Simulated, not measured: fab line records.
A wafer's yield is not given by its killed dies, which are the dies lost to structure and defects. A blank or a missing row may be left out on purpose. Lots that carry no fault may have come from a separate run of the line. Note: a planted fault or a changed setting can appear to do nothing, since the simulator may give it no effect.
Chamber matching	flow nand harc	NHARC_P_GATE_STRIP_101 on rie diel-08 has 4 sister chambers
The step strips in O2, time 20 s. 4 wafers are shown with their chamber, then 12 later ones without.

WAFERS WITH THEIR CHAMBER
wafer	chamber	drypump motor current A (A)
L085.2	2	4.9
L085.3	3	6.2
L089.5	0	6.3
L089.6	1	6.2

WAFERS WITH NO CHAMBER GIVEN
wafer	drypump motor current A (A)
L090.1	6.3
L090.4	4.9
L090.5	4.9
L092.3	4.9
L092.5	6.1
L092.6	4.9
L097.1	6.2
L097.2	4.9
L097.6	6.2
L096.2	6.2
L096.4	6.2
L096.5	6.2

WHICH CHAMBER EACH WENT THROUGH
wafer	from the rows above	in truth
L090.1	0	0
L090.4	2	2
L090.5	2	2
L092.3	2	2
L092.5	can't be placed: 1 or 3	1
L092.6	2	2
L097.1	can't be placed: 1 or 3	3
L097.2	2	2
L097.6	can't be placed: 1 or 3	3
L096.2	can't be placed: 1 or 3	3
L096.4	can't be placed: 1 or 3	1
L096.5	can't be placed: 1 or 3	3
6 of 12 placed correctly. These rows do not allow placing 6 (true chamber among the candidates in 6). Number placed wrongly: 0.
How it was worked out, from the rows above alone: a wafer's distance from a chamber is the root of the sum, over the readings, of the square of ((its reading less the chamber's mean) divided by the reading's scatter). The wafer belongs to the nearest chamber; if the next one is less than 2 further off, it can't be placed. A chamber's mean is the mean of its shown wafers. The scatter: with one shown wafer a chamber, the root of the mean of the squares of how far each hidden wafer lies from its nearest shown one.
